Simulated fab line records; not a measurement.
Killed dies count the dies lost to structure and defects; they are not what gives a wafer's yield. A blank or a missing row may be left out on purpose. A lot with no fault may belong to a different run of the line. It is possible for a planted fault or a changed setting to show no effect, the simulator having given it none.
What tool caused it?    flow nandHarc    Sampling: 6 lots, 18 wafers, 2 of 1302 route steps

WHAT THE GAUGES SHOWED, per wafer
NHARC_A_SLIT_CD_MEAS_21.
lot   measured      on        cdNm (nm)
L179  day 20 09:31  cdSem-03  288.7 287.9 289.6
L184  day 23 10:14  cdSem-01  288.4 289.2 290.2
L187  day 23 18:34  cdSem-03  290.2 289.2 289.7
L195  day 27 00:47  cdSem-02  289.1 289.7 289.8
L197  day 27 16:18  cdSem-03  290.5 290.5 289.4
L200  day 29 03:43  cdSem-01  289.7 290.0 288.8

TOOL THAT RAN EACH LOT (tool first, then ch and the chambers of the sampled wafers, then the start)
lot   NHARC_A_SLIT_ETCH_24
L179  rieDiel-12 ch 0,3, day 20 03:22
L184  rieDiel-12 ch 1,2,3, day 23 04:03
L187  rieDiel-12 ch 0,1, day 23 12:22
L195  rieDiel-04 ch 0,2,3, day 26 18:31
L197  rieDiel-04 ch 0,2, day 27 09:58
L200  rieDiel-09 ch 1,3, day 28 21:17
- NHARC_A_SLIT_ETCH_24: etches the open film in CF4/CHF3, target depth 121 nm, time 60.5 s.

THE ANSWER, worked out from the rows above alone
Rule: the usual values come from the lots themselves. Put in order of their means at a reading, lots are off if they are a third of the lots or fewer, leave a main group of 4 or more, and stand apart from it by a gap of 3 or more times the standard deviation of the main group's means; of several such gaps the widest counts. A main group is skipped when, at the precision printed for the reading in the tables above, its means are all equal. Also off: a lot with no number at a reading for which 4 or more lots have one. Where the step has rows for the other lots, those lots are counted as sound.
Nothing can be told from this: no lot is off at any reading shown.

WHAT THE SIMULATOR PUT IN
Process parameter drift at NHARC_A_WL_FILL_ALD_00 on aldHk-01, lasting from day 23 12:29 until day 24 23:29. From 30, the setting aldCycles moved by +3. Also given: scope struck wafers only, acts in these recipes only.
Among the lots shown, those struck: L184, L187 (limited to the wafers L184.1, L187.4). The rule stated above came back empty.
